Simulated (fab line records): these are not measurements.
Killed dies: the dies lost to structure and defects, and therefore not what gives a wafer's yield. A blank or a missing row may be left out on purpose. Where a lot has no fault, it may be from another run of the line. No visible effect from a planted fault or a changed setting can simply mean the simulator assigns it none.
Comparing a struck lot with a sound one ; flow nand harc ; 14 out of 1302 route steps
Sound: these wafers, L514.2, L514.3, L514.5. Wafers L517.1, L517.5, L517.6 were the ones struck. The cause comes at the end.
For every step that has rows: the tool of each side, followed by ch and its chambers, followed by its first start. Under that, the readings that differ: sound wafers ; struck wafers ; difference of the means ; sigmas: that difference in standard deviations of wafers without a fault.
alike: same words and numbers on both sides, and readings whose means sit less than 2 such deviations apart. not compared: any withheld reading, any reading some wafer has no value for, any bound like >300 that may hide the same value, and any number with overlapping values for which the record gives no deviation.
Wherever a step has rows on one side only, a row that says differs or no value, or a row with sigmas, the two part there. Numbers that don't overlap but have no deviation are shown without sigmas and don't part them. Lack of a reading on every wafer of one side parts them only where that side has two or more wafers.

first, 2 steps without rows for these wafers: NHARC_A_STAIRCASE_PRECLEAN_318 (cleans in SC1); NHARC_A_STAIRCASE_SRD_329.
NHARC_A_STAIRCASE_ALD_415: deposits SiO2, target thk 30 nm, pulse time 6 s, ald cycles 300.
  sound on ald hk-02 ch 1,3, day 18 14:17; struck on ald hk-02 ch 1,2, day 19 11:49
  alike: heater power outer w, heater power w, precursor pulse height rel
NHARC_A_STAIRCASE_ETCHBACK_416: etches the open film in C4F8/O2/Ar, target depth 36 nm, time 7.2 s.
  sound on rie diel-03 ch 1,2; struck on rie diel-03 ch 2,3
  alike: oes product au, rf vpp V
  not compared: rf hours counter h
NHARC_A_STAIRCASE_STRIP_476: strips in O2, time 20 s.
  sound on rie diel-03 ch 0,1,2, day 18 16:27; struck on rie diel-03 ch 0,3, day 19 13:47
  alike: drypump motor current A, oes product au, rf vpp V, showerhead plenum p Torr, throttle valve pct
  not compared: rf hours counter h
NHARC_A_STAIRCASE_DEP_417: deposits Si3N4, target thk 60 nm.
  sound on pecvd-03 ch 0,1, day 18 16:35; struck on pecvd-01 ch 0,2, day 19 13:56
  alike: heater power outer w, heater power w, rf fwd power W
then, 3 steps without rows for these wafers: NHARC_A_STAIRCASE_WET_418 (chemistry H3PO4, target depth 20 nm); NHARC_A_STAIRCASE_PRECLEAN_419 (cleans in SC1); NHARC_A_STAIRCASE_SRD_421.
NHARC_A_STAIRCASE_ALD_420: deposits SiO2, target thk 20 nm, pulse time 6 s, ald cycles 200.
  sound on ald hk-03 ch 1,2,3, day 18 19:34; struck on ald hk-02 ch 0,1,2, day 19 16:54
  alike: heater power outer w, heater power w, precursor pulse height rel
then, 1 step without rows for these wafers: NHARC_A_STAIRCASE_CVD_552 (deposits SiNx, target thk 40 nm).
NHARC_A_STAIRCASE_DEP_151: deposits SiO2, target thk 7200 nm.
  sound on pecvd-03 ch 0,1,2, day 19 03:22; struck on pecvd-03 ch 0,1, day 20 00:54
reading;sound;struck;difference;sigmas
rf fwd power W (W);501.3 501.8 500.2;418.0 418.4 418.5;-82.8;-52
  alike: heater power outer w, heater power w
then, 1 step without rows for these wafers: NHARC_A_STAIRCASE_ANNEAL_320 (time 1800 s).
NHARC_END_SORT_01:
  the record has rows for the sound wafers here (prober-01 ch 0, day 25 12:26) and none for the struck ones

## WHERE THEY PART
Earliest at NHARC_A_STAIRCASE_DEP_151; latest, in this record, at NHARC_END_SORT_01.

WHY: what had been put in by the simulator
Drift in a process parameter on pecvd-03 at NHARC_A_STAIRCASE_DEP_151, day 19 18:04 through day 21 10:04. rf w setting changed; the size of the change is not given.
